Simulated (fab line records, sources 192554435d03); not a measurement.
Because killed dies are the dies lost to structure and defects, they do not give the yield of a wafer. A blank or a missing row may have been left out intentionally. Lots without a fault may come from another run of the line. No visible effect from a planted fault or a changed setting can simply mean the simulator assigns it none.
3 desks looking at one fault :: flow n5Finfet :: numbers are kept per desk, each desk with only its own; the story behind them comes last

## THE DEFECT DESK
What the inspections along the route counted, lot by lot: means of the sampled wafers that have a number. Any lot whose mean is over 4 standard deviations away from the usual mean is out of limits and marked OUT; that distance is given in the brackets.
Columns: A = rawDefectCount at N5_BEOL_M1_INSPECT_13, usual 402
lot: L400
first seen here: day 7 02:33
A: 364

lot: L404
first seen here: day 7 19:45
A: 448

lot: L405
first seen here: day 7 23:03
A: 330

lot: L409
first seen here: day 9 07:58
A: 370

lot: L418
first seen here: day 11 09:34
A: 363
This desk's finding: nothing out of limits on any of the 5 lots.

## METROLOGY DESK
What the gauges read for every lot (on any tool): the sampled wafers with a number, averaged. Any lot whose mean is over 4 standard deviations away from the usual mean is out of limits and marked OUT; that distance is given in the brackets. Shown here are 7 of its 12 readings, the ones lying furthest out on some lot.
Columns: A = cdNm at N5_BEOL_M1_CD_MEAS_11, usual 17.16 nm; B = M1_OVL at N5_BEOL_M1_OVL_MEAS_12, usual -0.2 nm; C = IOFF_P at N5_BEOL_M4_RC_MEAS_101, usual 0.21 nA/um; D = ION_P at N5_BEOL_M4_RC_MEAS_101, usual 463 uA/um; E = SS_P at N5_BEOL_M4_RC_MEAS_101, usual 73.2 mV/dec; F = VT_N at N5_BEOL_M4_RC_MEAS_101, usual 250.2 mV; G = VT_P at N5_BEOL_M4_RC_MEAS_101, usual -251 mV
lot: L400
first seen here: day 7 02:28
A: 17.22
B: -0.2
C: 0.20
D: 457
E: 73.3
F: 249.4
G: -251

lot: L404
first seen here: day 7 19:40
A: 17.14
B: 0.7
C: 0.18
D: 455
E: 72.9
F: 251.6
G: -254

lot: L405
first seen here: day 7 22:58
A: 17.01
B: -0.9
C: 0.22
D: 469
E: 73.7
F: 248.4
G: -249

lot: L409
first seen here: day 9 07:53
A: 17.09
B: -0.3
C: 0.19
D: 463
E: 73.1
F: 250.1
G: -253

lot: L418
first seen here: day 11 09:29
A: 17.36
B: -0.4
C: 0.25
D: 474
E: 73.4
F: 246.5
G: -246
This desk's finding: nothing out of limits on any of the 5 lots.

## TOOL OWNER'S DESK, rieDiel-06
The tool's own readings at N5_BEOL_M1_ETCH_64 (etches SOC in N2/H2, target depth 75 nm, overetch 15 nm, time 112.5 s): means of the sampled wafers that have a number, for each lot that ran on this tool. Any lot whose mean is over 4 standard deviations away from the usual mean is out of limits and marked OUT; that distance is given in the brackets.
Columns: A = drypumpMotorCurrentA at N5_BEOL_M1_ETCH_64, usual 5.5 A; B = h2FlowSccm at N5_BEOL_M1_ETCH_64, usual 200.0 sccm; C = n2FlowSccm at N5_BEOL_M1_ETCH_64, usual 200.0 sccm; D = oesProductAu at N5_BEOL_M1_ETCH_64, usual 0.59 a.u.; E = rfVppV at N5_BEOL_M1_ETCH_64, usual 522.7 V; F = showerheadPlenumPTorr at N5_BEOL_M1_ETCH_64, usual 2.50 Torr; G = throttleValvePct at N5_BEOL_M1_ETCH_64, usual 17.86 %
lot: L404
first seen here: day 7 20:00
A: 5.0
B: 200.4
C: 200.0
D: 0.65
E: 523.5
F: 2.54
G: 17.69

lot: L418
first seen here: day 11 09:56
A: 5.2
B: 199.5
C: 200.4
D: 0.61
E: 522.4
F: 2.51
G: 17.89
This desk's finding: nothing out of limits on any of the 2 lots.

## BROUGHT TOGETHER
Nothing out of limits was seen by the defect desk.
Metrology desk: nothing out of limits seen.
The tool owner's desk saw nothing out of limits.

## WHAT HAD BEEN PUT IN BY THE SIMULATOR
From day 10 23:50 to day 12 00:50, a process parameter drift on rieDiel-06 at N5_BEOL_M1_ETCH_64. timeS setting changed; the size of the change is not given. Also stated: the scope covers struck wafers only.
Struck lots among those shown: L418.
